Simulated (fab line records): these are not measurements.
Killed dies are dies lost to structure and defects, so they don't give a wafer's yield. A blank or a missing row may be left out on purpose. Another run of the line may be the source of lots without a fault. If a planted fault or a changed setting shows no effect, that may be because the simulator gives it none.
Matching of chambers	flow n5Finfet	N5_GATE_CUT_ETCH_58 on rieDiel-02: 4 sister chambers
The step etches SiNx in CH3F/O2, target depth 17 nm, time 128.6 s. 8 wafers are shown with their chamber, then 8 later ones without.

== WAFERS, EACH WITH ITS CHAMBER ==
wafer	chamber	drypumpMotorCurrentA (A)	showerheadPlenumPTorr (Torr)
L079.4	3	6.0	2.06
L080.4	0	5.8	1.87
L084.2	2	5.5	2.09
L084.6	3	5.9	2.05
L085.1	0	5.8	2.12
L085.2	1	6.0	1.91
L085.6	2	5.5	2.09
L087.1	1	6.0	1.90

== WAFERS WITHOUT THEIR CHAMBER ==
wafer	drypumpMotorCurrentA (A)	showerheadPlenumPTorr (Torr)
L087.5	6.0	1.90
L087.6	5.5	2.09
L091.2	5.8	2.11
L091.3	5.9	2.05
L091.6	5.8	2.11
L093.1	5.8	2.11
L093.2	6.0	1.90
L093.5	6.0	1.90

== CHAMBER TAKEN BY EACH ==
wafer	from the rows above	in truth
L087.5	1	1
L087.6	2	2
L091.2	0	0
L091.3	can't be placed: 3 or 0 or 1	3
L091.6	0	0
L093.1	0	0
L093.2	1	1
L093.5	1	1
Placed correctly: 7 of 8. Not placeable from these rows: 1 (in 1, the candidates include the true chamber). 0 placed wrongly.
How it was worked out, from the rows above alone: a wafer's distance from a chamber is the root of the sum, over the readings, of the square of ((its reading less the chamber's mean) divided by the reading's scatter). If the next closest chamber is less than 2 further off than the closest, the wafer can't be placed; otherwise it belongs to the closest. For every chamber, the mean is computed from those of its wafers that are shown. The scatter is the square root of a quotient: the sum, over the shown wafers, of each reading's squared deviation from its chamber's mean, divided by wafers minus chambers.
